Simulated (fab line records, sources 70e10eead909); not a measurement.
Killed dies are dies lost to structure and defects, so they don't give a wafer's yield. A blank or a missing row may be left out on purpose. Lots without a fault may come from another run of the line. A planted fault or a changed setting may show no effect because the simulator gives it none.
A struck lot beside a sound one | flow nand_harc | 13 steps out of a route of 1159
Sound: wafers L164.1, L164.4, L164.6. Struck: wafers L168.2, L168.3, L168.5. The cause comes at the end.
At each step with rows: each side's tool, then ch and its chambers, then its first start. Under that, the readings that differ: sound wafers | struck wafers | difference of the means | sigmas: that difference in standard deviations of wafers without a fault.
alike: readings whose means differ by less than 2 such deviations, and words and numbers that are the same on both sides. not compared: withheld readings, readings that some wafer has no value for, bounds like >300 that may hide the same value, and numbers for which the record gives no deviation and whose values overlap.
The two part at a step that has a row with sigmas, a row that says differs or no value, or rows on one side only. Numbers that don't overlap but have no deviation are shown without sigmas and don't part them. A reading that every wafer of one side lacks parts them only if that side has two wafers or more.

first, 2 steps without rows for these wafers: NHARC_A_SOURCE_PLATE_SRD_01; NHARC_A_SOURCE_PLATE_OXIDE_02 (material SiO2, target thk 10 nm, ox time 1362 s).
NHARC_A_SOURCE_PLATE_THK_MEAS_09: measures by ellipsometry.
  sound on film_metro-02, day 7 07:40; struck on film_metro-02, day 8 07:31
  alike: thk_nm
then, 3 steps without rows for these wafers: NHARC_A_SOURCE_PLATE_PVD_04 (deposits WSi2, target thk 50 nm); NHARC_A_SOURCE_PLATE_CVD_03 (deposits poly-Si, target thk 200 nm, time 4000 s); NHARC_A_SOURCE_PLATE_ANNEAL_05 (time 1800 s).
NHARC_A_SOURCE_PLATE_THK_MEAS_06: measures by ellipsometry.
  sound on film_metro-01, day 7 20:47; struck on film_metro-02, day 8 20:38
  alike: thk_nm
NHARC_A_SOURCE_PLATE_INSPECT_08:
  sound on defect_inspect-01, day 7 20:52; struck on defect_inspect-01, day 8 20:42
  alike: raw_defect_count
then, 1 step without rows for these wafers: NHARC_A_ONON_D1_DEP_00 (target thk 1000 nm).
NHARC_A_ONON_D1_THK_MEAS_02: measures by ellipsometry.
  sound on film_metro-02, day 7 21:26; struck on film_metro-02, day 8 21:17
  alike: thk_nm
NHARC_A_ONON_D1_DEP_03: target thk 1000 nm.
  sound on pecvd_onon-02 ch 0, day 7 21:37; struck on pecvd_onon-01 ch 0, day 8 21:23
  alike: n2o_flow_sccm, susceptor_temp_C
NHARC_A_ONON_D1_THK_MEAS_05: measures by ellipsometry.
  sound on film_metro-02, day 7 22:08; struck on film_metro-01, day 8 22:01
  reading     | sound          | struck         | difference | sigmas
  thk_nm (nm) | 1012 1011 1011 | 1561 1561 1560 | +549       | +55
  not compared: hold
NHARC_END_SORT_01:
  the record has rows for the sound wafers here (prober-02 ch 0, day 19 16:46) and none for the struck ones

WHERE THEY PART
First at NHARC_A_ONON_D1_THK_MEAS_05; last, within this record, at NHARC_END_SORT_01.

WHY: what the simulator had put in
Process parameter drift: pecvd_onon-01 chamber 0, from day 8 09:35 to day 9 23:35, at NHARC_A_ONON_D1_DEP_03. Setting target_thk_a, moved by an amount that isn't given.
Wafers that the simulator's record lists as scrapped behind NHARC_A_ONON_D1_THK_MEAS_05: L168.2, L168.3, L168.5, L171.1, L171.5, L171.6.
